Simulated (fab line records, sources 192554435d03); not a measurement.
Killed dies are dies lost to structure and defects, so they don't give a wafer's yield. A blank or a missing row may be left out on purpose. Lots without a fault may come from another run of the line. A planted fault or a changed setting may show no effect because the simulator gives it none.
Split-lot experiment | flow n5_finfet | 7 lots, 39 wafers read, on a route of 1938 steps

THE SPLIT
At N5_BEOL_M11_ILD_DEP_00 (deposits SiCOH lowk from DEMS/porogen, target thk 308.51 nm, time 58 s), the setting target_thk_a was moved away from the recipe's 3085.1 angstrom on 18 of the 39 wafers read, by -59.8% to +50.0%. The other wafers ran this setting at the recipe's value.

FROM THE SPLIT TO THE READING: what the file shows between them, 1 step
- N5_BEOL_M11_CURE_71: cures SiCOH lowk, time 240 s

THE READING
M11_ILD_THK, in nm, at N5_BEOL_M11_THK_MEAS_01. Fault-free wafers of this fab line usually give 268 nm, standard deviation 3.3 nm.

wafer  | tool, chamber at the split | target_thk_a as run, angstrom | against the recipe | M11_ILD_THK, nm | against lot-mates on the recipe
L074.1 | pecvd-04, 1                | 3085.1                        | recipe             | 266             | -
L074.2 | pecvd-04, 2                | 1620                          | -47.5%             | 139             | -128
L074.3 | pecvd-04, 0                | 3085.1                        | recipe             | 267             | -
L074.4 | pecvd-04, 0                | 3085.1                        | recipe             | 269             | -
L074.5 | pecvd-04, 1                | 1620                          | -47.5%             | 140             | -127
L074.6 | pecvd-04, 2                | 1620                          | -47.5%             | 140             | -127
L076.1 | pecvd-03, 2                | 3085.1                        | recipe             | 268             | -
L076.2 | pecvd-03, 1                | 3085.1                        | recipe             | 264             | -
L076.3 | pecvd-03, 0                | 4629                          | +50.0%             | 402             | +134
L076.4 | pecvd-03, 2                | 4629                          | +50.0%             | 412             | +144
L076.5 | pecvd-03, 1                | 3085.1                        | recipe             | 271             | -
L076.6 | pecvd-03, 0                | 4629                          | +50.0%             | 411             | +143
L083.1 | pecvd-01, 2                | 3085.1                        | recipe             | 268             | -
L083.2 | pecvd-01, 1                | 3085.1                        | recipe             | 264             | -
L083.3 | pecvd-01, 0                | 1834                          | -40.6%             | 158             | -111
L083.4 | pecvd-01, 0                | 1834                          | -40.6%             | 162             | -107
L083.5 | pecvd-01, 2                | 3085.1                        | recipe             | 274             | -
L083.6 | pecvd-01, 1                | 1834                          | -40.6%             | 159             | -110
L088.1 | pecvd-01, 2                | 3085.1                        | recipe             | 265             | -
L088.4 | pecvd-01, 1                | 3085.1                        | recipe             | 266             | -
L088.6 | pecvd-01, 1                | 3085.1                        | recipe             | 269             | -
L087.1 | pecvd-04, 1                | 1756                          | -43.1%             | 153             | -114
L087.2 | pecvd-04, 2                | 1756                          | -43.1%             | 150             | -117
L087.3 | pecvd-04, 0                | 3085.1                        | recipe             | 261             | -
L087.4 | pecvd-04, 0                | 3085.1                        | recipe             | 266             | -
L087.5 | pecvd-04, 1                | 3085.1                        | recipe             | 274             | -
L087.6 | pecvd-04, 2                | 1756                          | -43.1%             | 149             | -118
L093.1 | pecvd-04, 1                | 3085.1                        | recipe             | 269             | -
L093.2 | pecvd-04, 2                | 1782                          | -42.2%             | 153             | -115
L093.3 | pecvd-04, 0                | 3085.1                        | recipe             | 265             | -
L093.4 | pecvd-04, 2                | 1782                          | -42.2%             | 156             | -112
L093.5 | pecvd-04, 1                | 3085.1                        | recipe             | 269             | -
L093.6 | pecvd-04, 0                | 1782                          | -42.2%             | 154             | -114
L097.1 | pecvd-04, 2                | 1239                          | -59.8%             | 111             | -159
L097.2 | pecvd-04, 1                | 3085.1                        | recipe             | 268             | -
L097.3 | pecvd-04, 0                | 1239                          | -59.8%             | 103             | -167
L097.4 | pecvd-04, 0                | 3085.1                        | recipe             | 270             | -
L097.5 | pecvd-04, 1                | 3085.1                        | recipe             | 271             | -
L097.6 | pecvd-04, 2                | 1239                          | -59.8%             | 112             | -158

THE FIT
A straight line over all 39 wafers: M11_ILD_THK changes by +2.72 nm for each +1% of target_thk_a; r = +1.00; the points scatter about the line by 3.4 nm.
The same after taking each lot's own level away (the mean of its wafers on the recipe; 39 wafers): +2.73 nm for each +1%; r = +1.00; scatter 3.2 nm.
On that fit, the largest move of target_thk_a shifts the reading by 1.6e+02 nm.
The lots' own levels span 266.7 to 269.7 nm, that is 0.9 times the standard deviation above.
So the lot-to-lot level changes the slope little: the two slopes agree.
Check: with one of the wafers moved furthest among these (-59.8%) left out of the fit, the line predicts -162 nm for it against its lot-mates. It came out at -159 nm against them.

OTHER SPLITS ON THESE WAFERS
These wafers also went through other splits before the reading. Each is held against what the fit with the lots' levels taken away leaves over:
other split on the same wafers | wafers away from the commonest value | r with M11_ILD_THK (lot level and that fit taken away)
N5_BEOL_M4_DESCUM_16 time_s    | 15                                   | +0.24
N5_BEOL_M8_DESCUM_33 time_s    | 12                                   | -0.01

THE WHOLE CHAIN: every reading that the file lists as answering this split, in the file's order
step                    | what it does                                                           | reading                                                                                   | change (the file's fit)              | r (the file's)
N5_BEOL_M11_ILD_DEP_00  | deposits SiCOH lowk from DEMS/porogen, target thk 308.51 nm, time 58 s | SiCOH_lowk_of_BEOL_M11_ILD_DEP_00.thk_nm (the simulator's own value, which no gauge read) | +3.09 nm for each +1% of the setting | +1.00
N5_BEOL_M11_CURE_71     | cures SiCOH lowk, time 240 s                                           | SiCOH_lowk_of_BEOL_M11_ILD_DEP_00.thk_nm (the simulator's own value, which no gauge read) | +2.71 nm for each +1% of the setting | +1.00
N5_BEOL_M11_THK_MEAS_01 |                                                                        | M11_ILD_THK                                                                               | +2.71 for each +1% of the setting    | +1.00

THE FILE'S OWN FIT
M11_ILD_THK changes by +2.71 nm for each +1% of target_thk_a, r = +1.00.
